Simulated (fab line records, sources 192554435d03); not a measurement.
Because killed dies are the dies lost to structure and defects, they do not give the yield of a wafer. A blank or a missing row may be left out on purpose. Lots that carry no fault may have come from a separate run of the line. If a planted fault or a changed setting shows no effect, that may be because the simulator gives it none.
fab line records    flow n5-finfet
record: lots: 6  wafers: 17  last-day: 18
route steps=1938 shown BEOL_M5@1140 PASSIVATION@1936
lots that met no fault: taken from a fault-free run of the same line
start-h: the number of hours between the record's first day and the start of the first shown wafer of the lot    wait-h: hours elapsed since this lot's preceding step    " repeats the value in the row above    L1.1+2: a single row standing in for several wafers    - no value, or no start given    * or withheld: withheld    < > ~ a bound
route shown NAME@n: a module of which the file shows steps, and the number in the route of the first    usual: mean/standard deviation taken from wafers without a fault    same: alike in all rows    chamber/n: place in a boat    sites: per-site readings    _std_site: the values' standard deviation    _edge_site: inner sites' mean taken away from outer sites' mean    radius-mm: for every site, how far away it sits from the centre of the wafer    mask NAME#n: copy n    behind: the last tool/chamber to shape the wafer    hold: reason for holding the lot/hours on hold/outcome of the hold    device: names the non-switching transistor (n, p or np)    end of line: the same wafers' tests at the end of the route    for a step that has no rows: nothing shown but its recipe    killed: the dies lost at the first sort to structure and to defects; this is not the yield of the wafer    map: shows each die of a wafer: x if killed, . if not, _ if none is there
set.NAME: the run value of the setting; set.NAME@STEP: its run value at that earlier step    model.NAME: the simulator's own value behind a step, which no gauge read
certain route steps with their lots: each step a table, each wafer a row
services: from which hour (start-h, from the record's first day; less than 0 if before it) a tool's chamber was out of use, for how many hours, and why
== steps ==
step: N5_BEOL_M5_COAT_66
recipe: resist: SiARC  temp-c: 220  time-s: 60  spin-rpm: 1500  resist-thk-nm: 12
step: N5_BEOL_M5_COAT_74
recipe: resist: underlayer  temp-c: 205  time-s: 60  spin-rpm: 1500  resist-thk-nm: 5
step: N5_BEOL_M5_COAT_22
recipe: resist: CAR-EUV  spin-rpm: 1500  resist-thk-nm: 30
step: N5_BEOL_M5_EBR_24
recipe: solvent: PGMEA  ebr-width-mm: 1.5
step: N5_BEOL_M5_SOFTBAKE_23
recipe: temp-c: 110  time-s: 60  resist: CAR-EUV
step: N5_BEOL_M5_EXPOSE_25
recipe: mask-id: V4  na: 0.33  source-shape: quasar  sigma-inner: 0.2  sigma-outer: 0.6  polarization: unpolarized  defocus-nm: 10  dose-mj: 52.75
step: N5_BEOL_M5_PEB_26
recipe: peb-temp-c: 100  peb-time-s: 60  resist: CAR-EUV
step: N5_BEOL_M5_DEVELOP_27
recipe: develop-time-s: 30  developer: TMAH  resist: CAR-EUV  rinse-liquid: surfactant-rinse  dry: air-spin  dev-temp-c: 23
step: N5_BEOL_M5_CD_MEAS_28
recipe: target-cd-nm: 30.6  landing-energy-ev: 500  detector: se-inlens  target-cd-y-nm: 20  polarity: opening
usual: cd-nm: 30.50/0.29
lot.wafer  tool       chamber  start-h  wait-h  cd-nm
L295.1     cd-sem-03  0        206.04   -       30.17
L295.4     "          0        "        "       30.33
L295.6     "          0        "        "       30.08
L300.2     cd-sem-03  0        240.13   -       30.44
L300.3     "          0        "        "       30.75
L300.5     "          0        "        "       29.99
L302.4     cd-sem-03  0        266.21   -       30.62
L302.5     "          0        "        "       30.62
L302.6     "          0        "        "       30.77
L310.2     cd-sem-01  0        311.61   -       30.35
L310.3     "          0        "        "       30.39
L310.5     "          0        "        "       30.51
L313.2     cd-sem-02  0        320.97   -       30.80
L313.3     "          0        "        "       30.74
L312.2     cd-sem-03  0        325.75   -       30.24
L312.4     "          0        "        "       30.64
L312.6     "          0        "        "       30.93
step: N5_BEOL_M5_OVL_MEAS_29
recipe: points-per-wafer: 522
usual: V4_OVL: -0.2/0.61
lot.wafer  tool        chamber  start-h  wait-h  V4_OVL[nm]
L295.1     overlay-02  0        206.07   0.0     -0.7
L295.4     "           0        "        "       -0.5
L295.6     "           0        "        "       0.0
L300.2     overlay-01  0        240.17   0.0     -0.3
L300.3     "           0        "        "       0.5
L300.5     "           0        "        "       -0.3
L302.4     overlay-02  0        266.26   0.0     -0.3
L302.5     "           0        "        "       0.4
L302.6     "           0        "        "       0.4
L310.2     overlay-02  0        311.65   0.0     -0.4
L310.3     "           0        "        "       0.1
L310.5     "           0        "        "       -0.5
L313.2     overlay-01  0        321.00   0.0     -0.2
L313.3     "           0        "        "       -0.7
L312.2     overlay-02  0        325.78   0.0     -0.1
L312.4     "           0        "        "       -0.4
L312.6     "           0        "        "       0.5
step: N5_BEOL_M5_INSPECT_30
recipe: mode: adi  inspect-instrument: brightfield
usual: raw-defect-count: 438/100
lot.wafer  tool               chamber  start-h  wait-h  raw-defect-count
L295.1     defect-inspect-02  -        206.13   0.1     547
L295.4     "                  -        "        "       567
L295.6     "                  -        "        "       514
L300.2     defect-inspect-02  -        240.23   0.1     729
L300.3     "                  -        "        "       624
L300.5     "                  -        "        "       507
L302.4     defect-inspect-02  -        266.30   0.0     397
L302.5     "                  -        "        "       472
L302.6     "                  -        "        "       325
L310.2     defect-inspect-02  -        311.70   0.0     736
L310.3     "                  -        "        "       542
L310.5     "                  -        "        "       657
L313.2     defect-inspect-02  -        321.05   0.0     495
L313.3     "                  -        "        "       496
L312.2     defect-inspect-01  -        325.84   0.0     414
L312.4     "                  -        "        "       305
L312.6     "                  -        "        "       352
step: N5_BEOL_M5_DESCUM_33
recipe: chemistry: O2  time-s: 7  source-power-w: 50  bias-power-w: 20  pressure-mtorr: 20  rf-frequency-hz: 2.712e+07  temp-c: 40  resist: CAR-EUV  o2-flow-sccm: 225
usual: drypump-motor-current-A: 5.8/0.39  oes-product-au: 0.80/0.095  rf-vpp-V: 243.5/1.3  showerhead-plenum-p-Torr: 2.11/0.069  throttle-valve-pct: 20.45/0.17
same: time-s: 7
lot.wafer  tool         chamber  start-h  wait-h  drypump-motor-current-A  oes-product-au  rf-hours-counter-h  rf-vpp-V  showerhead-plenum-p-Torr  throttle-valve-pct
L295.1     rie-diel-05  2        206.18   0.0     5.1                      0.74            179                 241.9     2.00                      20.34
L295.4     "            3        "        "       5.8                      0.68            242                 243.0     2.15                      20.69
L295.6     "            2        "        "       5.1                      0.74            -                   240.4     2.00                      20.34
L300.2     rie-diel-02  1        240.26   0.0     5.7                      0.91            23                  242.9     2.12                      20.11
L300.3     "            2        "        "       6.1                      0.68            230                 242.8     2.06                      20.33
L300.5     "            3        "        "       6.2                      0.88            -                   245.0     2.23                      20.43
L302.4     rie-diel-02  1        266.45   0.2     5.7                      0.89            29                  243.8     2.12                      20.13
L302.5     "            1        "        "       5.7                      0.89            -                   244.5     2.12                      20.12
L302.6     "            2        "        "       6.2                      0.67            -                   243.1     2.06                      20.33
L310.2     rie-diel-01  2        311.73   0.0     5.9                      0.91            42                  245.1     2.21                      20.29
L310.3     "            1        "        "       5.8                      0.87            30                  243.9     2.15                      20.55
L310.5     "            2        "        "       5.8                      0.91            -                   246.3     2.21                      20.30
L313.2     rie-diel-05  3        321.27   0.2     5.8                      0.90            19                  245.0     2.14                      20.37
L313.3     "            2        "        "       5.0                      0.71            218                 240.8     1.99                      20.41
L312.2     rie-diel-05  3        325.87   0.0     5.8                      0.90            21                  244.0     2.14                      20.39
L312.4     "            3        "        "       5.8                      0.90            -                   241.9     2.14                      20.38
L312.6     "            1        "        "       6.0                      0.72            -                   241.9     2.07                      20.43
step: N5_BEOL_M5_ETCH_75
recipe: chemistry: N2/H2  target: underlayer  target-depth-a: 65  mask-material: CAR-EUV  time-s: 5.2  ion-energy-ev: 200  pressure-mtorr: 30  source-w: 840  bias-w: 150  n2-flow-sccm: 200  h2-flow-sccm: 200  ends: cleared
usual: drypump-motor-current-A: 5.8/0.39  etch-rf-on-time-s: 5.20/0.12  n2-flow-sccm: 200.1/0.55  oes-product-au: 0.68/0.08  rf-vpp-V: 524.7/2.7  showerhead-plenum-p-Torr: 2.57/0.086  throttle-valve-pct: 17.85/0.21
lot.wafer  tool         chamber  start-h  wait-h  drypump-motor-current-A  etch-rf-on-time-s  n2-flow-sccm  oes-product-au  rf-hours-counter-h  rf-vpp-V  showerhead-plenum-p-Torr  throttle-valve-pct
L295.1     rie-diel-05  2        206.21   0.0     5.1                      5.24               200.1         0.63            179                 519.9     2.41                      17.64
L295.4     "            3        "        "       5.8                      5.29               200.7         0.59            242                 526.1     2.60                      18.05
L295.6     "            2        "        "       5.0                      5.21               199.4         0.63            -                   521.5     2.41                      17.65
L300.2     rie-diel-02  1        240.30   0.0     5.7                      5.16               200.7         0.77            23                  525.5     2.59                      17.60
L300.3     "            2        "        "       6.2                      5.35               200.0         0.57            230                 525.0     2.52                      17.86
L300.5     "            3        "        "       6.3                      5.02               199.7         0.75            -                   526.9     2.70                      17.83
L302.4     rie-diel-02  1        266.49   0.0     5.7                      5.20               200.4         0.74            29                  525.1     2.59                      17.64
L302.5     "            1        "        "       5.7                      5.18               198.9         0.76            -                   526.4     2.59                      17.61
L302.6     "            2        "        "       6.2                      5.37               200.4         0.56            -                   523.7     2.52                      17.91
L310.2     rie-diel-01  2        311.77   0.0     5.9                      5.10               199.8         0.77            42                  529.2     2.68                      17.56
L310.3     "            1        "        "       5.8                      5.27               200.2         0.74            30                  524.7     2.61                      17.90
L310.5     "            2        "        "       5.8                      5.13               200.6         0.76            -                   529.9     2.68                      17.56
L313.2     rie-diel-05  3        321.30   0.0     5.8                      5.13               199.5         0.78            19                  525.1     2.58                      17.67
L313.3     "            2        "        "       5.0                      8.25               200.4         0.48            218                 520.4     2.40                      17.66
L312.2     rie-diel-05  3        325.90   0.0     5.8                      5.18               200.0         0.77            21                  525.8     2.58                      17.69
L312.4     "            3        "        "       5.7                      5.14               200.6         0.77            -                   523.6     2.58                      17.65
L312.6     "            1        "        "       6.0                      8.29               201.0         0.49            -                   524.1     2.52                      17.79
step: N5_BEOL_M5_ETCH_67
recipe: chemistry: CF4  target: SiARC  target-depth-a: 156  mask-material: CAR-EUV  time-s: 26  ion-energy-ev: 80  pressure-mtorr: 40  source-w: 545  bias-w: 36  Ar_flow_sccm: 100  cf4-flow-sccm: 100  ends: cleared
usual: drypump-motor-current-A: 5.8/0.39  etch-rf-on-time-s: 26.0/0.52  oes-product-au: 0.68/0.082  rf-vpp-V: 184.3/1  showerhead-plenum-p-Torr: 2.17/0.063  throttle-valve-pct: 15.65/0.19
lot.wafer  tool         chamber  start-h  wait-h  drypump-motor-current-A  etch-rf-on-time-s  oes-product-au  rf-hours-counter-h  rf-vpp-V  showerhead-plenum-p-Torr  throttle-valve-pct
L295.1     rie-diel-05  2        206.23   0.0     5.0                      25.9               0.64            179                 183.1     2.06                      15.57
L295.4     "            3        "        "       5.8                      26.0               0.58            242                 184.0     2.19                      15.90
L295.6     "            2        "        "       5.0                      26.0               0.63            -                   182.7     2.06                      15.55
L300.2     rie-diel-02  1        240.31   0.0     5.7                      26.1               0.77            23                  185.5     2.20                      15.38
L300.3     "            2        "        "       6.2                      27.1               0.58            230                 185.0     2.12                      15.64
L300.5     "            3        "        "       6.2                      25.3               0.76            -                   184.9     2.25                      15.44
L302.4     rie-diel-02  1        266.51   0.0     5.7                      26.1               0.76            29                  185.1     2.19                      15.39
L302.5     "            1        "        "       5.7                      26.1               0.75            -                   184.5     2.19                      15.38
L302.6     "            2        "        "       6.2                      26.7               0.57            -                   183.3     2.11                      15.66
L310.2     rie-diel-01  2        311.79   0.0     5.9                      25.3               0.78            42                  184.7     2.26                      15.45
L310.3     "            1        "        "       5.8                      26.1               0.76            30                  183.8     2.19                      15.60
L310.5     "            2        "        "       5.9                      25.1               0.78            -                   186.1     2.25                      15.45
L313.2     rie-diel-05  3        321.32   0.0     5.8                      26.0               0.78            19                  185.2     2.18                      15.49
L313.3     "            2        "        "       5.0                      25.9               0.61            218                 183.0     2.04                      15.65
L312.2     rie-diel-05  3        325.92   0.0     5.8                      25.7               0.77            21                  185.6     2.18                      15.49
L312.4     "            3        "        "       5.8                      25.8               0.78            -                   185.0     2.18                      15.49
L312.6     "            1        "        "       6.0                      26.1               0.62            -                   183.3     2.13                      15.72
step: N5_PASSIVATION_PROBE_49
usual: defect-limited-yield: 91.2/1.4  killed_at_M0_to_M3: 34/9.4  killed_at_M4_up: 14/5.6  killed-at-contacts: 13/7.8  killed-at-front-end: 37/10  killed-at-other: 4/3.3  killed-dies: 103/17  killed-open: 68/13  killed-short: 33/8.2  sort_bin_4_leakage: 0.00/0.0071  sort_bin_5_function: 5.1/0.92  sort_bin_6_memory: 3.3/0.71  sort-n-pass: 1077/17  sort-yield-pct: 91.2/1.4
same: gross-dies: 1180  killed-at-back-side: 0  sort_bin_8_speed[%]: 0
lot.wafer  tool       chamber  start-h  wait-h  defect-limited-yield[%]  killed_at_M0_to_M3  killed_at_M4_up  killed-at-contacts  killed-at-front-end  killed-at-other  killed-dies  killed-open  killed-short  sort_bin_4_leakage[%]  sort_bin_5_function[%]  sort_bin_6_memory[%]  sort-n-pass  sort-yield-pct[%]
L300.2     prober-02  -        343.88   0.1     92.8                     20                  9                8                   45                   3                85           59           24            0                      4.0                     3.1                   1095         92.8
L300.3     prober-02  -        343.93   0.1     91.5                     24                  14               12                  44                   6                100          67           33            0                      5.5                     2.8                   1080         91.5
L300.5     prober-02  -        344.03   0.2     90.4                     25                  19               10                  52                   7                113          78           34            0                      5.8                     3.3                   1067         90.4
L310.2     prober-01  -        407.94   0.1     89.7                     35                  13               19                  51                   4                122          77           45            0                      6.3                     3.6                   1058         89.7
L310.3     prober-01  -        407.99   0.1     88.6                     43                  17               15                  58                   2                135          79           54            0                      6.6                     4.2                   1045         88.6
L310.5     prober-01  -        408.09   0.2     90.3                     30                  15               24                  43                   2                114          76           38            0                      6.1                     3.5                   1066         90.3
L312.2     prober-02  -        434.85   0.1     90.1                     41                  22               19                  32                   3                117          88           28            0                      7.2                     2.6                   1063         90.1
L312.4     prober-02  -        434.95   0.2     92.1                     36                  22               5                   28                   2                93           55           31            0                      4.7                     2.4                   1087         92.1
L312.6     prober-02  -        435.05   0.3     93.1                     25                  10               14                  30                   3                82           53           20            0                      4.2                     1.7                   1098         93.1
L313.2     prober-01  -        435.01   0.1     93.6                     17                  10               4                   36                   9                76           51           22            0                      3.9                     2.0                   1104         93.6
L313.3     prober-01  -        435.06   0.1     91.0                     25                  25               13                  33                   10               106          79           26            0                      5.1                     3.8                   1074         91.0
killed by level:class
L300.2 STI_FIN_REVEAL:geometric-particle:open=16 MOL_CONTACT_COAG:geometric-particle:open=7 BEOL_M0_SAQP:geometric-particle:short=6 FIN_SAQP:geometric-particle:short=4 BEOL_M0_SAQP:geometric-particle:open=4 STI_FIN_REVEAL:geometric-particle:short=3 DUMMY_GATE:geometric-particle:open=3 ILD0:geometric-particle:open=3
L300.3 STI_FIN_REVEAL:geometric-particle:open=12 MOL_CONTACT_COAG:geometric-particle:open=10 FIN_SAQP:geometric-particle:open=8 BEOL_M0_SAQP:geometric-particle:short=8 FIN_SAQP:geometric-particle:short=6 GATE_CUT:geometric-particle:short=6 BEOL_M5:geometric-particle:open=5 BEOL_M0_SAQP:geometric-particle:open=4
L300.5 STI_FIN_REVEAL:geometric-particle:open=17 MOL_CONTACT_COAG:geometric-particle:open=10 BEOL_M0_SAQP:geometric-particle:open=9 FIN_SAQP:geometric-particle:open=7 STI_FIN_REVEAL:geometric-particle:short=7 BEOL_M4:geometric-particle:open=6 ILD0:geometric-particle:open=4 FIN_SAQP:geometric-particle:short=4
L310.2 MOL_CONTACT_COAG:geometric-particle:open=14 STI_FIN_REVEAL:geometric-particle:open=14 BEOL_M3:geometric-particle:open=9 BEOL_M1:geometric-particle:open=8 STI_FIN_REVEAL:geometric-particle:short=7 FIN_SAQP:geometric-particle:short=7 BEOL_M0_SAQP:geometric-particle:open=6 BEOL_M4:geometric-particle:open=5
L310.3 FIN_SAQP:geometric-particle:short=20 BEOL_M0_SAQP:geometric-particle:short=14 FIN_SAQP:geometric-particle:open=11 MOL_CONTACT_COAG:geometric-particle:open=11 STI_FIN_REVEAL:geometric-particle:open=9 BEOL_M0_SAQP:geometric-particle:open=9 BEOL_M4:geometric-particle:open=8 BEOL_M3:geometric-particle:open=6
L310.5 MOL_CONTACT_COAG:geometric-particle:open=20 FIN_SAQP:geometric-particle:short=13 BEOL_M2:geometric-particle:open=9 FIN_SAQP:geometric-particle:open=6 DUMMY_GATE:geometric-particle:open=5 BEOL_M0_SAQP:geometric-particle:short=5 STI_FIN_REVEAL:geometric-particle:open=4 MOL_CONTACT_COAG:geometric-particle:short=4
L312.2 MOL_CONTACT_COAG:geometric-particle:open=16 BEOL_M1:geometric-particle:open=12 BEOL_M4:geometric-particle:open=11 BEOL_M2:geometric-particle:open=10 FIN_SAQP:geometric-particle:open=9 BEOL_M3:geometric-particle:open=7 BEOL_M0_SAQP:geometric-particle:open=6 FIN_SAQP:geometric-particle:short=5
L312.4 BEOL_M3:geometric-particle:open=14 BEOL_M4:geometric-particle:open=11 FIN_SAQP:geometric-particle:short=10 BEOL_M1:geometric-particle:open=6 HKMG_FIN:area-etch=6 MOL_CONTACT_COAG:geometric-particle:open=5 BEOL_M0_SAQP:geometric-particle:open=5 BEOL_M1:geometric-particle:short=5
L313.2 PAD_METAL:geometric-particle:open=7 BEOL_M4:geometric-particle:open=6 FIN_SAQP:geometric-particle:open=5 BEOL_M0_SAQP:geometric-particle:short=5 STARTING-WAFER:geometric-particle:short=5 STI_FIN_REVEAL:geometric-particle:open=4 GATE_CUT:geometric-particle:short=4 BEOL_M3:geometric-particle:open=4
L312.6 MOL_CONTACT_COAG:geometric-particle:open=12 BEOL_M3:geometric-particle:open=9 HKMG_FIN:area-etch=9 BEOL_M1:geometric-particle:open=8 BEOL_M4:geometric-particle:open=8 FIN_SAQP:geometric-particle:short=4 BEOL_M1:geometric-particle:short=4 STARTING-WAFER:geometric-particle:short=4
L313.3 MOL_CONTACT_COAG:geometric-particle:open=13 BEOL_M4:geometric-particle:open=8 BEOL_M3:geometric-particle:open=8 BEOL_M6:geometric-particle:open=8 FIN_SAQP:geometric-particle:open=6 BEOL_M2:geometric-particle:open=6 FIN_SAQP:geometric-particle:short=5 BEOL_M1:geometric-particle:open=5
== services ==
tool         chamber  start-h  hours  kind
rie-diel-01  1        189.91   -      clean
rie-diel-01  1        189.91   -      consumable-replace:focus-ring
rie-diel-01  1        189.91   30.6   scheduled-down
rie-diel-01  1        189.91   30.6   vent-cycle
rie-diel-02  1        203.82   16.6   repair
rie-diel-01  3        205.00   4.9    repair
rie-diel-05  0        227.75   9.5    repair
rie-diel-05  3        237.47   -      clean
rie-diel-05  3        237.47   -      consumable-replace:focus-ring
rie-diel-05  3        237.47   25.4   scheduled-down
rie-diel-05  3        237.47   25.4   vent-cycle
rie-diel-01  3        252.29   4.1    repair
rie-diel-02  -        263.90   1.7    repair
rie-diel-05  0        306.85   -      clean
rie-diel-05  0        306.85   -      consumable-replace:focus-ring
rie-diel-05  0        306.85   23.4   scheduled-down
rie-diel-05  0        306.85   23.4   vent-cycle
rie-diel-01  0        309.55   5.6    repair
rie-diel-02  2        313.40   -      clean
rie-diel-02  2        313.40   -      consumable-replace:focus-ring
rie-diel-02  2        313.40   18.2   scheduled-down
rie-diel-02  2        313.40   18.2   vent-cycle
rie-diel-01  -        320.61   2.8    pm
== key ==
first-sign: step: N5_BEOL_M5_ETCH_75  reading: etch-rf-on-time-s  direction: up  sigmas: 26  usual: *  struck: *
effect none on later readings
met-at N5_BEOL_M5_ETCH_75
struck-wafers L312.6,L313.3
onset-between 206.21 321.30
fault: kind: process-parameter-drift  tool: rie-diel-05  chamber: -  onset-h: 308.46  steps: N5_BEOL_M5_ETCH_75  channel: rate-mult  offset: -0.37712  shape: step  end-h: 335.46  scope: struck-wafers-only
